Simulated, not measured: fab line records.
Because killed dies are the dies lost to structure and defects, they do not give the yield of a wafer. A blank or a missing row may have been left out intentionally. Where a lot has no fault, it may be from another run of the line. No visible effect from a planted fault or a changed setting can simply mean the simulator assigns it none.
A struck lot beside a sound one / flow n5Finfet / 37 steps out of a route of 1938
Sound: the wafers L428.1, L428.4, L428.6. Struck: wafers L437.1, L437.3 (left out: L437.4, a lot-mate that was not struck); the cause follows at the end.
For every step that has rows: the tool of each side, followed by ch and its chambers, followed by its first start. Under that, the readings that differ: sound wafers / struck wafers / difference of the means / sigmas: that difference in standard deviations of wafers without a fault.
alike: readings with means less than 2 such deviations apart, plus words and numbers identical on both sides. not compared: withheld readings, readings lacking a value on some wafer, bounds such as >300 that could conceal the same value, and numbers that have no deviation in the record and whose values overlap.
A row with sigmas, a row that says differs or no value, or rows on one side alone: a step with any of these is where the two part. When numbers do not overlap yet have no deviation, they are printed without sigmas and do not part them. Lack of a reading on every wafer of one side parts them only where that side has two or more wafers.

first, 9 steps without rows for these wafers: N5_BEOL_M4_ANNEAL_95 (time 240 s); N5_BEOL_M4_SPUTTER_96 (material Cu, target thk 4.5 nm, time 8.29 s); N5_BEOL_M4_ECD_50 (material Cu, target thk 300 nm); N5_BEOL_M4_ANNEAL_51 (time 90 s); N5_BEOL_M4_CMP_52 (polishes, stops on SiOC, t overpolish 6.8 s, target thk 40 nm); N5_BEOL_M4_PRE_CLEAN_60 (time 15 s); N5_BEOL_M4_CO_CAP_55 (material Co, precursor CCTBA/H2, target thk 2 nm, time 102.1 s); N5_BEOL_M4_PRE_CLEAN_56 (time 15 s); N5_BEOL_M4_DEP_57 (deposits SiCN from 3MS/NH3, target thk 8 nm, time 14 s).
N5_BEOL_M4_RC_MEAS_101:
  sound on prober-01 ch 0, day 9 03:23; struck on prober-02 ch 0, day 11 07:45
  alike: DIBL_N, DIBL_P, IOFF_N, IOFF_P, ION_N, ION_P, SS_N, SS_P, VT_N, VT_P
then, 24 steps without rows for these wafers: N5_BEOL_M5_ILD_DEP_00 (deposits SiCOH lowk from DEMS/porogen, target thk 140.64 nm, time 25.9 s); N5_BEOL_M5_CURE_79 (cures SiCOH lowk, time 240 s); N5_BEOL_M5_PECVD_70 (deposits SiO2 from TEOS/O2, target thk 16 nm, time 18 s); N5_BEOL_M5_HM_DEP_02 (deposits TiN, target thk 20 nm); N5_BEOL_M5_COAT_59 (time 60 s, resist thk 60 nm); N5_BEOL_M5_COAT_60 (time 60 s, resist thk 12 nm); N5_BEOL_M5_COAT_71 (time 60 s, resist thk 5 nm); N5_BEOL_M5_COAT_05 (resist thk 30 nm); N5_BEOL_M5_EBR_07; N5_BEOL_M5_SOFTBAKE_06 (time 60 s); N5_BEOL_M5_EXPOSE_08 (exposes mask M5, target cd 28 nm); N5_BEOL_M5_PEB_09 (peb time 60 s); N5_BEOL_M5_DEVELOP_10 (develop time 30 s); N5_BEOL_M5_DESCUM_16 (chemistry O2, time 7 s); N5_BEOL_M5_ETCH_72 (etches underlayer in N2/H2, target depth 6.5 nm, time 5.2 s); N5_BEOL_M5_ETCH_61 (etches SiARC in CF4, target depth 15.6 nm, time 26 s); N5_BEOL_M5_ETCH_62 (etches SOC in N2/H2, target depth 75 nm, overetch 15 nm, time 112.5 s); N5_BEOL_M5_STRIP_63 (strips in N2/H2); N5_BEOL_M5_STRIP_73 (strips in N2/H2); N5_BEOL_M5_STRIP_64 (strips in CF4); N5_BEOL_M5_HM_OPEN_17 (chemistry Cl2/BCl3, target TiN, target depth 20 nm, overetch 6 nm); N5_BEOL_M5_STRIP_19 (strips in O2); N5_BEOL_M5_COAT_65 (time 60 s, resist thk 60 nm); N5_BEOL_M5_COAT_66 (time 60 s, resist thk 12 nm).
N5_BEOL_M7_ILD_DEP_00: deposits SiCOH lowk from DEMS/porogen, target thk 179.75 nm, time 33.4 s.
  sound on pecvd-03 ch 0,1, day 9 23:36; struck on pecvd-03 ch 2, day 12 15:17
  alike: chamberPressureTorr, heaterPowerOuterW, heaterPowerW, showerheadPlenumPTorr, throttleValvePct
N5_BEOL_M7_THK_MEAS_01:
  sound on filmMetro-02 at day 10 00:11; struck on filmMetro-02 at day 12 15:55
reading=M7_ILD_THK (nm); sound=153.1 157.9 156.2; struck=106.4 110.4; difference=-47.3; sigmas=-20
-- here the record skips 3 days between the struck wafers' starts before and after, leaving off in module BEOL_M7 and picking up in module PASSIVATION (first step shown: number 1936 of the route) --
N5_PASSIVATION_PROBE_49:
  record: rows for the struck wafers here (prober-01, day 16 03:46), none for the sound ones

== WHERE THEY PART ==
Last at N5_PASSIVATION_PROBE_49 as far as this record goes, first at N5_BEOL_M7_THK_MEAS_01.

WHY: the cause the simulator had injected
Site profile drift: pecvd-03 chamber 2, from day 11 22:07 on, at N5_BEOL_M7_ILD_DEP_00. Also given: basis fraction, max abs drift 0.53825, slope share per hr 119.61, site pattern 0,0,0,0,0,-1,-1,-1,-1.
